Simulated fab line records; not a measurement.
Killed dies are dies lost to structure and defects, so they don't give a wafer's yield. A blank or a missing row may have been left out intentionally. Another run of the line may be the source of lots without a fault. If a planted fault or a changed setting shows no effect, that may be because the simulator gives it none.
Matching of chambers / flow n5-finfet / N5_BEOL_M10_CMP_52 on cmp-03: 4 sister chambers
The step polishes, stops on SiCOH lowk, t overpolish 7 s, target thk 140 nm. 18 wafers are shown with their chamber, then 9 later ones without.

== EACH WAFER AND ITS CHAMBER ==
wafer=L721.3; chamber=2; time-to-endpoint-s (s)=58; motor-current-A (A)=5.4; overpolish-run-s (s)=7.004
wafer=L721.5; chamber=3; time-to-endpoint-s (s)=58; motor-current-A (A)=5.7; overpolish-run-s (s)=7.003
wafer=L721.6; chamber=0; time-to-endpoint-s (s)=64; motor-current-A (A)=5.4; overpolish-run-s (s)=7.003
wafer=L724.3; chamber=1; time-to-endpoint-s (s)=63; motor-current-A (A)=5.3; overpolish-run-s (s)=7.008
wafer=L724.4; chamber=0; time-to-endpoint-s (s)=66; motor-current-A (A)=5.3; overpolish-run-s (s)=6.998
wafer=L724.6; chamber=1; time-to-endpoint-s (s)=63; motor-current-A (A)=5.5; overpolish-run-s (s)=7.009
wafer=L728.2; chamber=3; time-to-endpoint-s (s)=60; motor-current-A (A)=5.8; overpolish-run-s (s)=6.992
wafer=L728.5; chamber=0; time-to-endpoint-s (s)=67; motor-current-A (A)=5.6; overpolish-run-s (s)=6.992
wafer=L728.6; chamber=1; time-to-endpoint-s (s)=62; motor-current-A (A)=5.2; overpolish-run-s (s)=7.005
wafer=L731.1; chamber=1; time-to-endpoint-s (s)=68; motor-current-A (A)=5.6; overpolish-run-s (s)=6.993
wafer=L731.2; chamber=0; time-to-endpoint-s (s)=67; motor-current-A (A)=5.5; overpolish-run-s (s)=6.989
wafer=L731.6; chamber=0; time-to-endpoint-s (s)=66; motor-current-A (A)=5.6; overpolish-run-s (s)=7.007
wafer=L735.2; chamber=2; time-to-endpoint-s (s)=61; motor-current-A (A)=5.2; overpolish-run-s (s)=7.009
wafer=L735.4; chamber=0; time-to-endpoint-s (s)=63; motor-current-A (A)=5.7; overpolish-run-s (s)=6.973
wafer=L735.5; chamber=3; time-to-endpoint-s (s)=59; motor-current-A (A)=5.5; overpolish-run-s (s)=7.005
wafer=L740.1; chamber=2; time-to-endpoint-s (s)=65; motor-current-A (A)=5.5; overpolish-run-s (s)=7.000
wafer=L740.5; chamber=2; time-to-endpoint-s (s)=64; motor-current-A (A)=5.2; overpolish-run-s (s)=7.008
wafer=L740.6; chamber=1; time-to-endpoint-s (s)=66; motor-current-A (A)=5.1; overpolish-run-s (s)=7.028

SIGNATURES, as means of the wafers listed above
reading=time-to-endpoint-s; chamber 0=65.50; chamber 1=64.40; chamber 2=62.00; chamber 3=59.00; scatter within a chamber=2.25
reading=motor-current-A; chamber 0=5.517; chamber 1=5.340; chamber 2=5.325; chamber 3=5.667; scatter within a chamber=0.168
reading=overpolish-run-s; chamber 0=6.99367; chamber 1=7.00860; chamber 2=7.00525; chamber 3=7.00000; scatter within a chamber=0.0104
Rule: for each reading, subtract the chamber's mean from the wafer's reading, divide by that reading's scatter and square the result; add these up over the readings and take the root, which gives the wafer's distance from the chamber. If the next closest chamber is less than 2 further off than the closest, the wafer can't be placed; otherwise it belongs to the closest. The scatter: the root of (the sum of the squares of (reading less its chamber's mean) over the shown wafers, divided by (wafers less chambers)).

== WAFERS WITH NO CHAMBER GIVEN ==
wafer=L741.1; time-to-endpoint-s (s)=63; motor-current-A (A)=5.3; overpolish-run-s (s)=7.001
wafer=L741.3; time-to-endpoint-s (s)=65; motor-current-A (A)=5.5; overpolish-run-s (s)=6.999
wafer=L741.4; time-to-endpoint-s (s)=65; motor-current-A (A)=5.9; overpolish-run-s (s)=7.002
wafer=L742.1; time-to-endpoint-s (s)=64; motor-current-A (A)=5.4; overpolish-run-s (s)=6.993
wafer=L742.3; time-to-endpoint-s (s)=63; motor-current-A (A)=5.9; overpolish-run-s (s)=6.996
wafer=L742.4; time-to-endpoint-s (s)=64; motor-current-A (A)=5.7; overpolish-run-s (s)=7.011
wafer=L743.2; time-to-endpoint-s (s)=62; motor-current-A (A)=5.8; overpolish-run-s (s)=7.002
wafer=L743.4; time-to-endpoint-s (s)=66; motor-current-A (A)=5.7; overpolish-run-s (s)=7.000
wafer=L743.5; time-to-endpoint-s (s)=69; motor-current-A (A)=5.6; overpolish-run-s (s)=6.998

== EACH ONE'S CHAMBER ==
wafer=L741.1; from the rows above=can't be placed: 2 or 1 or 0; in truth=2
wafer=L741.3; from the rows above=can't be placed: 0 or 1 or 2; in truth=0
wafer=L741.4; from the rows above=can't be placed: 0 or 3 or 1 or 2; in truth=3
wafer=L742.1; from the rows above=can't be placed: 0 or 2 or 1 or 3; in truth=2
wafer=L742.3; from the rows above=can't be placed: 3 or 0 or 2 or 1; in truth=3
wafer=L742.4; from the rows above=can't be placed: 0 or 1 or 2 or 3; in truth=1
wafer=L743.2; from the rows above=can't be placed: 3 or 0 or 2 or 1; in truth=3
wafer=L743.4; from the rows above=can't be placed: 0 or 1 or 2 or 3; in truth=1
wafer=L743.5; from the rows above=can't be placed: 0 or 1 or 2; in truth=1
Placed correctly: 0 of 9. From these rows, 9 cannot be placed; in 9 the true chamber is one of the candidates. Placed wrongly: 0.
